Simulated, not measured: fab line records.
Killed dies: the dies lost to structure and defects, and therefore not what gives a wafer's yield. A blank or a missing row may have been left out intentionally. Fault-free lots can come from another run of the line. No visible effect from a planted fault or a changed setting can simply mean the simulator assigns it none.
Chamber matching	flow nand harc	NHARC_A_BLC_ALD_23 on ald metal-04 has 3 sister chambers
The step deposits TiN, target thk 3 nm, pulse time 1 s, ald cycles 150. 20 wafers are shown with their chamber, then 8 later ones without.

== WAFERS, EACH WITH ITS CHAMBER ==
wafer	chamber	heater power w (W)	precursor pulse height rel	susceptor temp C (C)
L077.1	0	963	1.037	450.42
L077.2	1	1111	1.002	450.07
L077.3	2	1119	0.989	450.15
L077.4	1	1149	0.992	449.87
L077.5	2	1111	0.994	450.26
L077.6	0	913	1.006	450.05
L078.1	0	968	1.040	450.11
L078.2	1	1127	0.978	449.86
L078.5	1	1098	0.984	450.00
L079.1	2	1162	1.007	450.05
L079.2	0	965	0.993	450.14
L079.5	0	980	0.987	450.04
L082.2	2	1154	0.987	449.70
L082.4	2	1140	0.996	449.95
L082.6	1	1144	1.009	450.25
L083.1	1	1126	0.981	449.60
L083.2	2	1138	1.025	450.31
L083.3	0	947	1.003	449.95
L084.2	0	967	0.989	449.96
L084.3	0	942	1.035	450.40

SIGNATURES, as means of the wafers listed above
reading	chamber 0	chamber 1	chamber 2	scatter within a chamber
heater power w	955.62	1125.83	1137.33	20.1
precursor pulse height rel	1.01125	0.99100	0.99967	0.0177
susceptor temp C	450.1338	449.9417	450.0700	0.207
Rule: for a wafer and a chamber, the distance is found by dividing, reading by reading, the gap between the wafer's reading and the chamber's mean by the reading's scatter, squaring, summing and taking the root. If the next closest chamber is less than 2 further off than the closest, the wafer can't be placed; otherwise it belongs to the closest. The scatter is the square root of a quotient: the sum, over the shown wafers, of each reading's squared deviation from its chamber's mean, divided by wafers minus chambers.

== WAFERS WHOSE CHAMBER IS MISSING ==
wafer	heater power w (W)	precursor pulse height rel	susceptor temp C (C)
L084.6	942	1.005	449.79
L088.2	1150	0.978	450.13
L088.3	1172	1.007	450.05
L088.5	1111	0.993	450.33
L093.2	1140	1.001	450.10
L093.3	1103	0.994	449.53
L097.1	1146	0.984	449.77
L097.2	933	1.009	450.23

== CHAMBER TAKEN BY EACH ==
wafer	from the rows above	in truth
L084.6	0	0
L088.2	can't be placed: 2 or 1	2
L088.3	can't be placed: 2 or 1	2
L088.5	can't be placed: 2 or 1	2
L093.2	can't be placed: 2 or 1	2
L093.3	can't be placed: 1 or 2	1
L097.1	can't be placed: 1 or 2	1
L097.2	0	0
Correctly placed: 2 of 8. Cannot be placed on the basis of these rows: 6; the candidates contain the true chamber in 6. Number placed wrongly: 0.
